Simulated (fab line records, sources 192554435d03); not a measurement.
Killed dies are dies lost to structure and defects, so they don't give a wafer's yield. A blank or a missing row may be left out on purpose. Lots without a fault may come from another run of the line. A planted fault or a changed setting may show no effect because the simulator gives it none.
A struck lot beside a sound one | flow n5_finfet | 15 steps out of a route of 1938
Sound: wafers L554.2, L554.5, L554.6. Struck: wafers L561.2, L561.4, L561.5. The cause comes at the end.
At each step with rows: each side's tool, then ch and its chambers, then its first start. Under that, the readings that differ: sound wafers | struck wafers | difference of the means | sigmas: that difference in standard deviations of wafers without a fault.
alike: readings whose means differ by less than 2 such deviations, and words and numbers that are the same on both sides. not compared: withheld readings, readings that some wafer has no value for, bounds like >300 that may hide the same value, and numbers for which the record gives no deviation and whose values overlap.
The two part at a step that has a row with sigmas, a row that says differs or no value, or rows on one side only. Numbers that don't overlap but have no deviation are shown without sigmas and don't part them. A reading that every wafer of one side lacks parts them only if that side has two wafers or more.

first, 1 step without rows for these wafers: N5_BEOL_M11_DEVELOP_10 (develop time 30 s).
N5_BEOL_M11_CD_MEAS_11: target cd 64.1 nm.
  sound on cd_sem-02 ch 0, day 14 14:56; struck on cd_sem-02 ch 0, day 16 18:55
  alike: cd_nm
N5_BEOL_M11_OVL_MEAS_12:
  sound on overlay-01 ch 0, day 14 14:58; struck on overlay-02 ch 0, day 16 18:57
  alike: M11_OVL
N5_BEOL_M11_INSPECT_13: inspects for defects (brightfield).
  sound on defect_inspect-01, day 14 14:59; struck on defect_inspect-02, day 16 18:58
  alike: raw_defect_count
N5_BEOL_M11_DESCUM_16: chemistry O2, time 7.9 s.
  sound on rie_diel-06 ch 2,3, day 14 15:01; struck on rie_diel-02 ch 1,2, day 16 19:16
  alike: chamber_pressure_mTorr, drypump_motor_current_A, oes_product_au, rf_vpp_V, showerhead_plenum_p_Torr, throttle_valve_pct
  not compared: rf_hours_counter_h
N5_BEOL_M11_ETCH_61: etches SiARC in CF4, target depth 39 nm, time 65 s.
  sound on rie_diel-06 ch 2,3, day 14 15:03; struck on rie_diel-02 ch 1,2, day 16 19:17
  alike: chamber_pressure_mTorr, drypump_motor_current_A, etch_rf_on_time_s, oes_product_au, rf_vpp_V, showerhead_plenum_p_Torr, throttle_valve_pct
  not compared: rf_hours_counter_h
N5_BEOL_M11_ETCH_62: etches SOC in N2/H2, target depth 110 nm, overetch 22 nm, time 165 s.
  sound on rie_diel-06 ch 2,3, day 14 15:06; struck on rie_diel-02 ch 1,2, day 16 19:20
  alike: chamber_pressure_mTorr, drypump_motor_current_A, oes_product_au, rf_vpp_V, showerhead_plenum_p_Torr, throttle_valve_pct
  not compared: rf_hours_counter_h
then, 2 steps without rows for these wafers: N5_BEOL_M11_STRIP_68 (strips in N2/H2); N5_BEOL_M11_STRIP_67 (strips in CF4).
N5_BEOL_M11_HM_OPEN_17: chemistry Cl2/BCl3, target TiN, target depth 20 nm, overetch 6 nm.
  sound on rie_metal-02 ch 0,1, day 14 15:17; struck on rie_metal-01 ch 0, day 16 19:32
  reading                     | sound       | struck      | difference | sigmas
  drypump_motor_current_A (A) | 5.9 5.1 5.9 | 4.8 4.8 4.8 | -0.8       | -2
  alike: chamber_pressure_mTorr, he_backside_leak_sccm, mfc_cl2_sccm, oes_product_au, throttle_valve_pct
  not compared: rf_hours_counter_h
N5_BEOL_M11_STRIP_19: strips in O2.
  sound on rie_diel-05 ch 1,2, day 14 15:25; struck on rie_diel-06 ch 1,2,3, day 16 19:38
  alike: chamber_pressure_mTorr, drypump_motor_current_A, oes_product_au, rf_vpp_V, showerhead_plenum_p_Torr, throttle_valve_pct
  not compared: rf_hours_counter_h
N5_BEOL_M11_CD_MEAS_18: pitch 140 nm, target cd 70 nm.
  sound on cd_sem-02, day 14 15:29; struck on cd_sem-01, day 16 19:43
  alike: cd_nm
N5_BEOL_M11_COAT_63: time 60 s, resist thk 100 nm.
  sound on litho_track-02 ch 0, day 14 17:43; struck on litho_track-02 ch 0, day 16 21:47
  reading                  | sound                | struck               | difference | sigmas
  heater_power_total_W (W) | 500.8 502.7 499.5    | 519.3 519.0 519.1    | +18.1      | +11
  plate_temp_C (C)         | 250.10 250.16 249.82 | 256.72 256.90 256.83 | +6.79      | +42
then, 2 steps without rows for these wafers: N5_BEOL_M11_COAT_64 (time 60 s, resist thk 30 nm); N5_PASSIVATION_PROBE_49.

WHERE THEY PART
First at N5_BEOL_M11_HM_OPEN_17; last, within this record, at N5_BEOL_M11_COAT_63.

WHY: what the simulator had put in
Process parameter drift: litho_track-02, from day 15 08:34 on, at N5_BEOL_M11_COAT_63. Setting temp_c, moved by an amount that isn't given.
